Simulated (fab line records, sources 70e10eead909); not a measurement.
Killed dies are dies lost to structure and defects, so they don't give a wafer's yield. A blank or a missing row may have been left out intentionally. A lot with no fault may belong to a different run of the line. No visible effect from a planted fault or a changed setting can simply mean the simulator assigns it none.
Chamber matching / flow nand-harc / rie-diel-09 running NHARC_A_BLC_STRIP_21: 4 sister chambers
The step strips in O2. 8 wafers are shown with their chamber, then 8 later ones without.

## WAFERS PAIRED WITH THEIR CHAMBERS
wafer=L141.2; chamber=3; showerhead-plenum-p-Torr (Torr)=3.48; drypump-motor-current-A (A)=6.15
wafer=L152.1; chamber=0; showerhead-plenum-p-Torr (Torr)=3.76; drypump-motor-current-A (A)=5.97
wafer=L152.3; chamber=2; showerhead-plenum-p-Torr (Torr)=3.59; drypump-motor-current-A (A)=5.80
wafer=L152.4; chamber=1; showerhead-plenum-p-Torr (Torr)=3.60; drypump-motor-current-A (A)=5.88
wafer=L151.2; chamber=3; showerhead-plenum-p-Torr (Torr)=3.47; drypump-motor-current-A (A)=6.15
wafer=L151.4; chamber=1; showerhead-plenum-p-Torr (Torr)=3.60; drypump-motor-current-A (A)=5.88
wafer=L151.6; chamber=2; showerhead-plenum-p-Torr (Torr)=3.59; drypump-motor-current-A (A)=5.77
wafer=L156.1; chamber=0; showerhead-plenum-p-Torr (Torr)=3.76; drypump-motor-current-A (A)=5.98

## WAFERS WITHOUT THEIR CHAMBER
wafer=L156.5; showerhead-plenum-p-Torr (Torr)=3.76; drypump-motor-current-A (A)=6.00
wafer=L156.6; showerhead-plenum-p-Torr (Torr)=3.60; drypump-motor-current-A (A)=5.89
wafer=L160.1; showerhead-plenum-p-Torr (Torr)=3.76; drypump-motor-current-A (A)=6.01
wafer=L160.3; showerhead-plenum-p-Torr (Torr)=3.47; drypump-motor-current-A (A)=6.13
wafer=L160.6; showerhead-plenum-p-Torr (Torr)=3.60; drypump-motor-current-A (A)=5.90
wafer=L161.2; showerhead-plenum-p-Torr (Torr)=3.60; drypump-motor-current-A (A)=5.89
wafer=L161.5; showerhead-plenum-p-Torr (Torr)=3.59; drypump-motor-current-A (A)=5.80
wafer=L161.6; showerhead-plenum-p-Torr (Torr)=3.47; drypump-motor-current-A (A)=6.18

## CHAMBER TAKEN BY EACH
wafer=L156.5; from the rows above=0; in truth=0
wafer=L156.6; from the rows above=1; in truth=1
wafer=L160.1; from the rows above=0; in truth=0
wafer=L160.3; from the rows above=3; in truth=3
wafer=L160.6; from the rows above=1; in truth=1
wafer=L161.2; from the rows above=1; in truth=1
wafer=L161.5; from the rows above=2; in truth=2
wafer=L161.6; from the rows above=3; in truth=3
Placed correctly: 8 of 8. Number that these rows cannot place: 0. Wrongly placed: 0.
How it was worked out, from the rows above alone: a wafer's distance from a chamber is the root of the sum, over the readings, of the square of ((its reading less the chamber's mean) divided by the reading's scatter). The wafer belongs to the nearest chamber; if the next one is less than 2 further off, it can't be placed. A chamber's mean is the mean of its shown wafers. The scatter: the root of (the sum of the squares of (reading less its chamber's mean) over the shown wafers, divided by (wafers less chambers)).
